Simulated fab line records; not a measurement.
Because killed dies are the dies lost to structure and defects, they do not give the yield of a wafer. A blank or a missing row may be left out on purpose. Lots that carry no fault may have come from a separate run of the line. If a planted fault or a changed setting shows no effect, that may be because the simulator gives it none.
Split-lot trial -- flow n5_finfet -- 21 wafers read across 7 lots, on a route 1938 steps long

ABOUT THE SPLIT
At N5_BEOL_M15_COAT_04 (resist thk 800 nm), the setting spin_rpm was moved away from the recipe's 1704 rpm on 8 of the 21 wafers read, by -9.9% to +10.0%. The other wafers ran this setting at the recipe's value.

FROM THE SPLIT TO THE READING: what the file shows between them, 4 steps
- N5_BEOL_M15_EBR_06
- N5_BEOL_M15_SOFTBAKE_05: time 60 s
- N5_BEOL_M15_DESCUM_15: chemistry O2, time 7.9 s
- N5_BEOL_M15_ETCH_59: etches BARC in N2/H2, target depth 89 nm, overetch 26.7 nm, time 67.9 s

THE READING
coat_of_BEOL_M15_COAT_04.thk_nm (the simulator's own value, which no gauge read), in nm, at N5_BEOL_M15_VIA_ETCH_16 (etches SiO2 in C4F8/O2/Ar, target depth 1792.2 nm). The file gives no usual value for it. Average 333.9 nm, standard deviation 6.7 nm, over the 13 wafers here run with the recipe.

wafer,"tool, chamber at the split","spin_rpm as run, rpm",against the recipe,"coat_of_BEOL_M15_COAT_04.thk_nm, nm",against lot-mates on the recipe
L075.1,"litho_track-02, 0",1704,recipe,333,-
L075.2,"litho_track-02, 0",1704,recipe,338.4,-
L075.3,"litho_track-02, 0",1566,-8.1%,356.6,+20.9
L076.2,"litho_track-02, 0",1819,+6.7%,311.6,-28.4
L076.3,"litho_track-02, 0",1704,recipe,340,-
L076.6,"litho_track-02, 0",1819,+6.7%,300,-40.0
L077.1,"litho_track-02, 0",1704,recipe,340.8,-
L077.5,"litho_track-02, 0",1704,recipe,343.2,-
L077.6,"litho_track-02, 0",1704,recipe,329.6,-
L081.4,"litho_track-02, 0",1704,recipe,317.8,-
L081.5,"litho_track-02, 0",1535,-9.9%,368.4,+50.6
L081.6,"litho_track-02, 0",1535,-9.9%,375.8,+58.0
L080.1,"litho_track-02, 0",1704,recipe,339.4,-
L080.3,"litho_track-02, 0",1704,recipe,330.4,-
L080.6,"litho_track-02, 0",1704,recipe,328.6,-
L084.1,"litho_track-01, 0",1704,recipe,337.8,-
L084.5,"litho_track-01, 0",1704,recipe,328.6,-
L084.6,"litho_track-01, 0",1629,-4.4%,360.4,+27.2
L092.2,"litho_track-02, 0",1874,+10.0%,288.8,-44.8
L092.3,"litho_track-02, 0",1874,+10.0%,306.2,-27.4
L092.4,"litho_track-02, 0",1704,recipe,333.6,-

THE FIT
A straight line over all 21 wafers: coat_of_BEOL_M15_COAT_04.thk_nm changes by -3.78 nm for each +1% of spin_rpm; r = -0.94; the points scatter about the line by 7.3 nm.
The same after taking each lot's own level away (the mean of its wafers on the recipe; 21 wafers): -4.46 nm for each +1%; r = -0.95; scatter 7.7 nm.
That fit puts the effect of the largest move of spin_rpm on the reading at 44 nm.
Across the lots, their own levels run from 317.80 to 340.00 nm, a range of 3.3 times the standard deviation given above.
Thus the slope moves with the lot-to-lot level: the two fits are different.
Check: with one of the wafers moved furthest among these (+10.0%) left out of the fit, the line predicts -43.1 nm for it against its lot-mates. Against them it came out at -44.8 nm.

ADDITIONAL SPLITS CARRIED BY THESE WAFERS
Note: prior to the reading, these wafers also went through further splits. Each is held against what the fit with the lots' levels taken away leaves over:
other split on the same wafers,wafers away from the commonest value,r with coat_of_BEOL_M15_COAT_04.thk_nm (lot level and that fit taken away)
N5_BEOL_M13_COAT_66 spin_rpm,5,+0.06
N5_BEOL_M14_COAT_66 spin_rpm,7,-0.28
N5_BEOL_M14_EXPOSE_25 dose_mj,10,-0.23

THE WHOLE CHAIN: every reading that the file lists as answering this split, in the file's order
step,what it does,reading,change (the file's fit),r (the file's)
N5_BEOL_M15_COAT_04,resist thk 800 nm,"coat_of_BEOL_M15_COAT_04.thk_nm (the simulator's own value, which no gauge read)",-3.98 nm for each +1% of the setting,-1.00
N5_BEOL_M15_ETCH_59,"etches BARC in N2/H2, target depth 89 nm, overetch 26.7 nm, time 67.9 s","coat_of_BEOL_M15_COAT_04.thk_nm (the simulator's own value, which no gauge read)",-3.85 nm for each +1% of the setting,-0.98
N5_BEOL_M15_VIA_ETCH_16,"etches SiO2 in C4F8/O2/Ar, target depth 1792.2 nm","coat_of_BEOL_M15_COAT_04.thk_nm (the simulator's own value, which no gauge read)",-4.32 nm for each +1% of the setting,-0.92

THE FILE'S OWN FIT
coat_of_BEOL_M15_COAT_04.thk_nm changes by -4.32 nm for each +1% of spin_rpm, r = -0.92.
